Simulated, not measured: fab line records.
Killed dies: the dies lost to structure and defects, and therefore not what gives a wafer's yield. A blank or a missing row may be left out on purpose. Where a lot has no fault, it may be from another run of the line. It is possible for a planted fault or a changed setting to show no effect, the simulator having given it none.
fab line records | flow n5Finfet
[record] lots = 11 wafers = 33 lastDay = 19
route steps=1938 shown BEOL_M10@1491 PASSIVATION@1936
lots that met no fault: from a run of the same line without faults
startH: the number of hours between the record's first day and the start of the first shown wafer of the lot | waitH: hours from the lot's prior step to this one | " the same as in the row above | L1.1+2: one row covering several wafers at once | - no value, or no start given | * or withheld: withheld | < > ~ a bound
route shown NAME@n: a module of which the file shows steps, and the number in the route of the first | usual: mean/standard deviation taken from wafers without a fault | same: alike in all rows | chamber/n: place in a boat | sites: the reading at each site | _std_site: the standard deviation of these | _edge_site: mean of outer sites minus mean of inner sites | radiusMm: for every site, how far away it sits from the centre of the wafer | mask NAME#n: copy n | behind: tool/chamber where the wafer was last shaped | hold: why the lot was held/for how many hours/how that ended | device: the n, p or np transistor that did not switch | end of line: tests run on the same wafers once the route is complete | a step with no rows: only its recipe | killed: not the wafer's yield, but the dies lost to structure and defects at the first sort | map: per-die view of a wafer (x killed, . not killed, _ where there is no die)
set.NAME: setting as actually run; set.NAME@STEP: the setting as run at that earlier step | model.NAME: the simulator's own value behind a step, which no gauge read
one table for each step of the route and one row for each wafer, over a sample of lots
services: a tool's chamber out of use, with start hour (startH, from the record's first day; less than 0 if before it), hours out, and reason
[[steps]]
[step N5_BEOL_M10_HM_OPEN_17]
[recipe] chemistry = Cl2/BCl3 targetDepthA = 200 overetchA = 60 target = TiN maskMaterial = SOC ionEnergyEv = 150 pressureMtorr = 10 icpW = 1000 biasW = 126 Cl2_flow_sccm = 53.25 bcl3FlowSccm = 21.75 Ar_flow_sccm = 25
[usual] bcl3FlowSccm = 21.75/0.064 drypumpMotorCurrentA = 5.8/0.58 oesProductAu = 0.69/0.08 throttleValvePct = 22.2/0.4
// columns lot.wafer tool chamber startH waitH bcl3FlowSccm drypumpMotorCurrentA oesProductAu rfHoursCounterH throttleValvePct
L246.1 rieMetal-03 1 221.70 0.0 21.74 5.3 0.82 3 22.4
L246.2 " 0 " " 21.75 6.8 0.76 10 21.5
L246.6 " 1 " " 21.78 5.3 0.83 - 22.3
L251.1 rieMetal-01 1 255.03 0.0 21.81 5.4 0.72 22 22.3
L251.3 " 0 " " 21.69 5.9 0.57 - 22.7
L251.4 " 1 " " 21.72 5.4 0.73 - 22.3
L250.3 rieMetal-02 1 255.31 0.1 21.78 6.7 0.58 - 22.5
L250.4 " 0 " " 21.85 5.3 0.77 - 21.8
L250.6 " 1 " " 21.80 6.7 0.57 - 22.5
L254.1 rieMetal-03 0 280.01 0.0 21.83 6.7 0.73 15 21.6
L254.2 " 1 " " 21.86 5.3 0.78 7 22.4
L254.4 " 0 " " 21.74 6.7 0.73 - 21.6
L255.1 rieMetal-02 1 287.81 0.0 21.81 6.7 0.57 102 22.5
L255.4 " 1 " " 21.70 6.7 0.57 - 22.5
L255.5 " 1 " " 21.72 6.7 0.56 - 22.5
L260.1 rieMetal-03 0 332.60 0.0 21.70 6.7 0.71 20 21.6
L260.3 " 1 " " 21.77 5.3 0.77 - 22.4
L260.5 " 0 " " 21.75 6.7 0.72 - 21.6
L259.2 rieMetal-01 1 333.30 0.0 21.69 5.4 0.70 28 22.3
L259.3 " 0 " " 21.71 5.9 0.57 - 22.7
L259.4 " 1 " " 21.85 5.4 0.71 - 22.3
L265.1 rieMetal-01 1 386.35 0.0 21.70 5.4 0.70 32 22.3
L265.2 " 1 " " 21.68 5.4 0.70 - 22.3
L265.4 " 1 " " 21.69 5.4 0.70 - 22.3
L269.2 rieMetal-03 0 386.60 0.0 21.68 6.7 0.70 25 21.6
L269.4 " 1 " " 21.83 5.3 0.74 - 22.4
L269.6 " 1 " " 21.73 5.3 0.76 - 22.4
L268.2 rieMetal-01 1 391.06 0.1 21.68 5.4 0.68 - 22.3
L268.3 " 1 " " 21.61 5.4 0.68 - 22.3
L268.5 " 1 " " 21.60 5.4 0.69 - 22.3
L267.3 rieMetal-03 1 393.93 0.1 21.82 5.3 0.73 - 22.4
L267.4 " 0 " " 21.90 6.7 0.69 - 21.6
L267.5 " 1 " " 21.91 5.3 0.74 - 22.4
[step N5_BEOL_M10_CD_MEAS_18]
[recipe] pitchNm = 140 targetCdNm = 70
[usual] cdNm = 70.1/0.63
// columns lot.wafer tool chamber startH waitH cdNm
L246.1 cdSem-03 - 221.97 0.0 70.2
L246.2 " - " " 70.7
L246.6 " - " " 70.5
L251.1 cdSem-02 - 255.32 0.0 70.6
L251.3 " - " " 69.9
L251.4 " - " " 71.2
L250.3 cdSem-01 - 255.46 0.1 70.0
L250.4 " - " " 70.6
L250.6 " - " " 70.9
L254.1 cdSem-03 - 280.23 0.1 70.4
L254.2 " - " " 70.5
L254.4 " - " " 69.8
L255.1 cdSem-02 - 288.00 0.0 69.4
L255.4 " - " " 70.3
L255.5 " - " " 68.9
L260.1 cdSem-01 - 332.79 0.0 70.4
L260.3 " - " " 70.5
L260.5 " - " " 69.4
L259.2 cdSem-03 - 333.57 0.1 70.9
L259.3 " - " " 70.7
L259.4 " - " " 71.3
L265.1 cdSem-02 - 386.67 0.0 69.6
L265.2 " - " " 70.1
L265.4 " - " " 70.8
L269.2 cdSem-03 - 386.87 0.1 70.2
L269.4 " - " " 69.5
L269.6 " - " " 70.4
L268.2 cdSem-01 - 391.30 0.1 69.9
L268.3 " - " " 70.7
L268.5 " - " " 70.1
L267.3 cdSem-03 - 394.16 0.1 71.7
L267.4 " - " " 70.0
L267.5 " - " " 70.9
[step N5_BEOL_M10_EXPOSE_25]
[recipe] maskId = V9 na = 1.35 sourceShape = annular sigmaInner = 0.5 sigmaOuter = 0.8 polarization = unpolarized doseMj = 85.5
[same] sigmaInner = 0.5
// columns lot.wafer tool chamber startH waitH mask
L246.1+2+6 arfiScanner-01 0 223.49 - V9#0
L251.1+3+4 arfiScanner-01 0 255.61 - V9#0
L250.3+4+6 arfiScanner-01 0 255.91 - V9#0
L254.1+2+4 arfiScanner-03 0 281.21 - V9#0
L255.1+4+5 arfiScanner-03 0 290.73 - V9#0
L260.1+3+5 arfiScanner-01 0 333.07 - V9#0
L259.2+3+4 arfiScanner-01 0 334.09 - V9#0
L265.1+2+4 arfiScanner-02 0 388.75 - V9#0
L269.2+4+6 arfiScanner-02 0 388.80 - V9#0
L268.2+3+5 arfiScanner-02 0 391.47 - V9#0
L267.3+4+5 arfiScanner-03 0 395.42 - V9#0
[step N5_BEOL_M10_OVL_MEAS_29]
[recipe] pointsPerWafer = 44
[usual] V9_OVL = -0.6/0.8
[same] pointsPerWafer = 44
// columns lot.wafer tool chamber startH waitH V9_OVL[nm]
L246.1 overlay-02 0 223.65 0.0 -1.1
L246.2 " 0 " " -0.6
L246.6 " 0 " " 0.0
L251.1 overlay-01 0 255.77 0.0 -0.5
L251.3 " 0 " " -0.7
L251.4 " 0 " " -1.0
L250.3 overlay-01 0 256.05 0.0 -1.9
L250.4 " 0 " " -0.1
L250.6 " 0 " " -1.0
L254.1 overlay-02 0 281.37 0.0 -1.5
L254.2 " 0 " " 0.5
L254.4 " 0 " " -0.7
L255.1 overlay-02 0 290.89 0.0 1.3
L255.4 " 0 " " 0.1
L255.5 " 0 " " 1.0
L260.1 overlay-02 0 333.23 0.0 9.3
L260.3 " 0 " " 8.7
L260.5 " 0 " " 9.2
L259.2 overlay-01 0 334.26 0.0 9.2
L259.3 " 0 " " 8.6
L259.4 " 0 " " 8.7
L265.1 overlay-02 0 388.92 0.0 -0.9
L265.2 " 0 " " 0.4
L265.4 " 0 " " -0.7
L269.2 overlay-01 0 388.96 0.0 -1.1
L269.4 " 0 " " -0.9
L269.6 " 0 " " -1.4
L268.2 overlay-01 0 391.62 0.0 -0.4
L268.3 " 0 " " 0.1
L268.5 " 0 " " -0.3
L267.3 overlay-02 0 395.56 0.0 -0.2
L267.4 " 0 " " 0.5
L267.5 " 0 " " 0.3
[step N5_BEOL_M10_STRIP_77]
[recipe] chemistry = N2/H2 timeS = 10 powerW = 450 tempC = 40 pressureMtorr = 20 rfFrequencyHz = 6e+07 biasPowerW = 7 n2FlowSccm = 200 h2FlowSccm = 200
[usual] drypumpMotorCurrentA = 5.5/0.31 oesProductAu = 0.83/0.091 rfVppV = 59.1/0.95 showerheadPlenumPTorr = 2.56/0.098 tempC = 40.01/0.11 throttleValvePct = 23.5/0.32
[same] timeS = 10
// columns lot.wafer tool chamber startH waitH drypumpMotorCurrentA oesProductAu rfHoursCounterH rfVppV showerheadPlenumPTorr tempC throttleValvePct
L246.1 rieDiel-01 0 - - 5.4 0.70 221 59.7 2.62 39.95 23.8
L246.2 " 3 " " 5.2 0.85 50 59.9 2.46 39.88 23.1
L246.6 " 1 " " 5.6 0.67 - 57.1 2.39 39.93 23.5
L251.1 rieDiel-03 3 - - 5.4 0.82 81 59.8 2.57 40.02 23.7
L251.3 " 0 " " 5.8 0.89 38 58.2 2.59 39.88 23.2
L251.4 " 1 " " 5.8 0.96 5 59.7 2.60 40.00 23.7
L250.3 rieDiel-04 0 - - 5.5 0.69 245 58.4 2.51 40.07 23.9
L250.4 " 1 " " 5.9 0.71 227 57.5 2.41 40.01 23.4
L250.6 " 3 " " 5.2 0.71 - 59.5 2.53 39.99 23.9
L254.1 rieDiel-03 1 - - 5.9 0.94 13 59.6 2.60 39.98 23.7
L254.2 " 2 " " 5.0 0.86 53 60.5 2.69 40.04 23.8
L254.4 " 0 " " 5.8 0.88 46 59.2 2.59 40.03 23.2
L255.1 rieDiel-03 1 - - 5.9 0.93 17 57.9 2.60 39.89 23.7
L255.4 " 3 " " 5.4 0.81 - 58.9 2.56 40.16 23.7
L255.5 " 2 " " 4.9 0.86 - 60.0 2.69 40.10 23.8
L260.1 rieDiel-01 2 - - 5.8 0.71 238 57.8 2.39 40.00 23.6
L260.3 " 3 " " 5.3 0.80 94 58.8 2.45 40.03 23.1
L260.5 " 3 " " 5.3 0.81 - 60.1 2.45 39.91 23.1
L259.2 rieDiel-03 1 - - 5.8 0.88 32 58.7 2.59 40.01 23.8
L259.3 " 2 " " 4.9 0.84 70 60.7 2.68 40.08 23.8
L259.4 " 3 " " 5.5 0.79 106 59.3 2.56 40.01 23.7
L265.1 rieDiel-04 3 - - 5.2 0.68 252 58.4 2.51 40.10 23.9
L265.2 " 2 " " 5.4 0.87 61 58.6 2.47 40.07 22.9
L265.4 " 0 " " 5.5 0.91 26 59.3 2.49 40.00 23.5
L269.2 rieDiel-01 3 - - 5.3 0.78 114 59.4 2.44 40.09 23.2
L269.4 " 1 " " 5.6 0.89 - 57.9 2.69 40.03 23.1
L269.6 " 0 " " 5.3 0.91 - 60.2 2.59 39.96 23.4
L268.2 rieDiel-04 3 - - 5.2 0.67 253 60.3 2.51 39.88 23.9
L268.3 " 0 " " 5.5 0.90 27 57.8 2.49 40.14 23.5
L268.5 " 0 " " 5.5 0.91 - 59.0 2.49 40.23 23.5
L267.3 rieDiel-04 0 - - 5.5 0.90 28 59.6 2.49 40.01 23.5
L267.4 " 1 " " 5.9 0.90 19 58.8 2.71 39.96 23.3
L267.5 " 0 " " 5.5 0.90 - 60.2 2.49 39.89 23.5
[step N5_PASSIVATION_PROBE_49]
[usual] defectLimitedYield = 91.3/1.4 killed_at_M0_to_M3 = 33/11 killed_at_M4_up = 15/6.2 killedAtContacts = 13/6.5 killedAtFrontEnd = 38/11 killedAtOther = 3.4/2.6 killedDies = 102/17 killedOpen = 67/12 killedShort = 34/7.9 sort_bin_4_leakage = 0.00/0.022 sort_bin_5_function = 5.1/0.88 sort_bin_6_memory = 3.3/0.65 sortNPass = 1078/17 sortYieldPct = 91.3/1.4
[same] grossDies = 1180 killedAtBackSide = 0 sort_bin_8_speed[%] = 0
// columns lot.wafer tool chamber startH waitH defectLimitedYield[%] killed_at_M0_to_M3 killed_at_M4_up killedAtContacts killedAtFrontEnd killedAtOther killedDies killedOpen killedShort sort_bin_4_leakage[%] sort_bin_5_function[%] sort_bin_6_memory[%] sortNPass sortYieldPct[%]
L255.1 prober-02 - 340.67 0.3 89.9 36 11 11 60 1 119 70 45 0 6.2 3.4 1061 89.9
L255.4 prober-02 - 340.82 0.5 89.7 43 5 8 57 9 122 68 47 0 5.0 4.7 1058 89.7
L255.5 prober-02 - 340.87 0.5 91.0 28 13 8 55 2 106 70 31 0 4.7 3.6 1074 91.0
L267.3 prober-02 - 455.84 0.1 94.4 27 9 6 22 2 66 41 25 0 3.1 2.5 1114 94.4
L267.4 prober-02 - 455.89 0.2 93.6 26 14 4 31 1 76 52 24 0 3.7 2.6 1104 93.6
L267.5 prober-02 - 455.94 0.2 93.7 24 22 6 22 0 74 43 31 0 3.6 2.5 1106 93.7
// killed by level:class
L255.1 FIN_SAQP:geometricParticle:short=18 FIN_SAQP:geometricParticle:open=13 STI_FIN_REVEAL:geometricParticle:open=11 BEOL_M0_SAQP:geometricParticle:open=10 BEOL_M0_SAQP:geometricParticle:short=8 MOL_CONTACT_COAG:geometricParticle:open=7 BEOL_M2:geometricParticle:open=5 GATE_CUT:geometricParticle:short=4
L255.4 FIN_SAQP:geometricParticle:short=19 FIN_SAQP:geometricParticle:open=12 BEOL_M1:geometricParticle:open=12 BEOL_M0_SAQP:geometricParticle:short=10 STI_FIN_REVEAL:geometricParticle:open=8 BEOL_M3:geometricParticle:open=8 MOL_CONTACT_COAG:geometricParticle:open=7 BEOL_M0_SAQP:geometricParticle:open=6
L255.5 FIN_SAQP:geometricParticle:open=16 STI_FIN_REVEAL:geometricParticle:open=10 FIN_SAQP:geometricParticle:short=9 BEOL_M1:geometricParticle:open=9 MOL_CONTACT_COAG:geometricParticle:open=6 BEOL_M0_SAQP:geometricParticle:open=6 BEOL_M5:geometricParticle:open=6 DUMMY_GATE:geometricParticle:open=4
L267.3 BEOL_M2:geometricParticle:open=7 GATE_CUT:geometricParticle:short=6 BEOL_M3:geometricParticle:open=6 BEOL_M1:geometricParticle:open=5 MOL_CONTACT_COAG:geometricParticle:open=4 FIN_SAQP:geometricParticle:open=3 BEOL_M0_SAQP:geometricParticle:short=3 BEOL_M4:geometricParticle:open=3
L267.4 BEOL_M1:geometricParticle:open=10 FIN_SAQP:geometricParticle:open=6 DUMMY_GATE:geometricParticle:open=6 STARTING-WAFER:geometricParticle:short=6 BEOL_M4:geometricParticle:open=4 BEOL_M3:geometricParticle:open=4 STARTING-WAFER:geometricParticle:open=4 DUMMY_GATE:geometricParticle:short=3
L267.5 BEOL_M4:geometricParticle:open=10 FIN_SAQP:geometricParticle:short=8 BEOL_M0_SAQP:geometricParticle:short=5 BEOL_M0_SAQP:geometricParticle:open=4 BEOL_M1:geometricParticle:open=4 BEOL_M3:geometricParticle:open=4 BEOL_M7:geometricParticle:open=4 GATE_CUT:geometricParticle:short=3
[[services]]
// columns tool chamber startH hours kind
arfiScanner-01 - 200.44 4.8 pm
arfiScanner-02 - 202.44 3.9 pm
arfiScanner-03 - 219.60 4.9 pm
rieDiel-04 1 232.60 8.5 repair
arfiScanner-02 - 233.82 1.3 pm
rieDiel-01 3 236.72 4.0 repair
arfiScanner-01 - 247.26 1.0 pm
arfiScanner-01 - 253.27 0.8 pm
rieMetal-03 - 256.46 0.9 repair
rieDiel-04 2 262.52 29.1 repair
arfiScanner-03 - 265.26 0.8 pm
arfiScanner-01 - 280.75 3.9 pm
rieMetal-03 - 282.04 1.4 pm
rieDiel-03 0 285.15 18.7 repair
arfiScanner-03 - 286.41 1.3 pm
rieMetal-01 - 305.91 15.6 pm
arfiScanner-03 - 311.99 1.0 pm
arfiScanner-02 - 313.83 2.7 repair
arfiScanner-02 - 319.21 1.0 pm
rieMetal-01 - 340.07 2.8 pm
arfiScanner-01 - 360.00 4.9 pm
rieDiel-03 2 360.21 3.0 repair
arfiScanner-01 - 383.24 1.2 repair
arfiScanner-01 - 386.45 21.0 pm
[[key]]
[firstSign] step = N5_BEOL_M10_OVL_MEAS_29 reading = V9_OVL direction = up sigmas = 12 usual = -0.6 struck = 8.9
effect none on later readings
metAt N5_BEOL_M10_EXPOSE_25
struckLots L259,L260
notActingAt N5_BEOL_M10_HM_OPEN_17,N5_BEOL_M10_CD_MEAS_18,N5_BEOL_M10_STRIP_77
onsetBetween 255.91 333.07
[fault] kind = scannerMatchingOverlay tool = arfiScanner-01 chamber = - onsetH = 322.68 steps = N5_BEOL_M10_EXPOSE_25 offset = 9.6061
